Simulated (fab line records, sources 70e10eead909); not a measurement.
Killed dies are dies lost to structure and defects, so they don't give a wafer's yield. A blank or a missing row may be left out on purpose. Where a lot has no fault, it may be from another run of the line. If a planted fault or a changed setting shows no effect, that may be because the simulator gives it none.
Which of the tools did it? / flow nand-harc / 7 lots with 21 wafers sampled at 5 steps, on a route of 1302 steps

## WHAT THE GAUGES READ, wafer by wafer
NHARC_END_SORT_01.
lot=L990; measured=day 25 07:28; on=prober-02; defect-limited-yield (%)=92.5 93.4 93.9
lot=L992; measured=day 27 07:38; on=prober-01; defect-limited-yield (%)=91.1 92.0 90.0
lot=L993; measured=day 27 16:59; on=prober-01; defect-limited-yield (%)=92.2 93.1 92.2
lot=L105; measured=day 31 17:56; on=prober-02; defect-limited-yield (%)=90.7 88.2 87.0
lot=L108; measured=day 33 12:05; on=prober-02; defect-limited-yield (%)=91.9 90.7 90.7
lot=L110; measured=day 34 17:55; on=prober-02; defect-limited-yield (%)=90.8 90.8 91.9

## EACH LOT AND THE TOOL THAT RAN IT (in order: tool; ch and the chambers of the sampled wafers; start)
lot=L990; NHARC_A_STAIRCASE_DESCUM_312=rie-diel-09 ch 1,2,3, day 17 20:30; NHARC_A_STAIRCASE_ETCH_315=rie-diel-09 ch 0,2,3, day 19 05:19 or earlier; NHARC_A_STAIRCASE_DEP_322=pecvd-02 ch 0,1,2, day 19 05:19; NHARC_A_STAIRCASE_DEP_325=pecvd-02 ch 0,2, day 19 09:42
lot=L992; NHARC_A_STAIRCASE_DESCUM_312=rie-diel-12 ch 0,1,2, day 19 03:30; NHARC_A_STAIRCASE_ETCH_315=rie-diel-12 ch 0,2, day 20 04:28 or earlier; NHARC_A_STAIRCASE_DEP_322=pecvd-02 ch 1,2, day 20 04:28; NHARC_A_STAIRCASE_DEP_325=pecvd-02 ch 0,1,2, day 20 12:26
lot=L993; NHARC_A_STAIRCASE_DESCUM_312=rie-diel-02 ch 1,3, day 19 22:20; NHARC_A_STAIRCASE_ETCH_315=rie-diel-02 ch 1,3, day 20 20:41 or earlier; NHARC_A_STAIRCASE_DEP_322=pecvd-03 ch 0,1,2, day 20 20:41; NHARC_A_STAIRCASE_DEP_325=pecvd-02 ch 1,2, day 21 03:55
lot=L997; NHARC_A_STAIRCASE_DESCUM_312=rie-diel-09 ch 0,1,3, day 21 05:25; NHARC_A_STAIRCASE_ETCH_315=rie-diel-09 ch 0,1,3, day 22 04:59 or earlier; NHARC_A_STAIRCASE_DEP_322=pecvd-03 ch 0,1,2, day 22 04:59; NHARC_A_STAIRCASE_DEP_325=-
lot=L105; NHARC_A_STAIRCASE_DESCUM_312=rie-diel-02 ch 0,1,2, day 24 11:29; NHARC_A_STAIRCASE_ETCH_315=rie-diel-02 ch 0,1,2, day 25 09:29 or earlier; NHARC_A_STAIRCASE_DEP_322=pecvd-01 ch 0,1,2, day 25 09:29; NHARC_A_STAIRCASE_DEP_325=pecvd-03 ch 0,1,2, day 25 18:08
lot=L108; NHARC_A_STAIRCASE_DESCUM_312=rie-diel-12 ch 0,1, day 26 01:36; NHARC_A_STAIRCASE_ETCH_315=rie-diel-12 ch 0,1, day 27 04:28 or earlier; NHARC_A_STAIRCASE_DEP_322=pecvd-02 ch 0,1, day 27 04:28; NHARC_A_STAIRCASE_DEP_325=pecvd-02 ch 0,1,2, day 27 12:06
lot=L110; NHARC_A_STAIRCASE_DESCUM_312=rie-diel-12 ch 0,3, day 26 16:07; NHARC_A_STAIRCASE_ETCH_315=rie-diel-12 ch 0,3, day 27 23:33 or earlier; NHARC_A_STAIRCASE_DEP_322=pecvd-01 ch 0,1,2, day 27 23:33; NHARC_A_STAIRCASE_DEP_325=pecvd-01 ch 0,1,2, day 28 07:10
- NHARC_A_STAIRCASE_DESCUM_312: chemistry O2, time 3 s.
- NHARC_A_STAIRCASE_ETCH_315: etches the open film in C4F8/O2/Ar, target depth 2500 nm, time 607.1 s.
- NHARC_A_STAIRCASE_DEP_322: deposits SiO2, target thk 7200 nm.
- NHARC_A_STAIRCASE_DEP_325: deposits SiO2, target thk 7200 nm.

## THE ANSWER, worked out from the rows above alone
Rule: usual is defined by the lots themselves. The widest of any qualifying gaps counts: lots, ordered by their means at a reading, are off when they make up no more than a third of the lots, leave a main group of 4 or more, and stand apart from it by 3 or more times the standard deviation of that group's means. If all means in a main group match to the digits the tables above print for the reading, that group is not used. Also off: a lot with no number at a reading for which 4 or more lots have one. Where the step has rows for the other lots, those lots are counted as sound.
No lot is off on any of the readings shown, so nothing can be concluded from this.

## WHAT HAD BEEN PUT IN BY THE SIMULATOR
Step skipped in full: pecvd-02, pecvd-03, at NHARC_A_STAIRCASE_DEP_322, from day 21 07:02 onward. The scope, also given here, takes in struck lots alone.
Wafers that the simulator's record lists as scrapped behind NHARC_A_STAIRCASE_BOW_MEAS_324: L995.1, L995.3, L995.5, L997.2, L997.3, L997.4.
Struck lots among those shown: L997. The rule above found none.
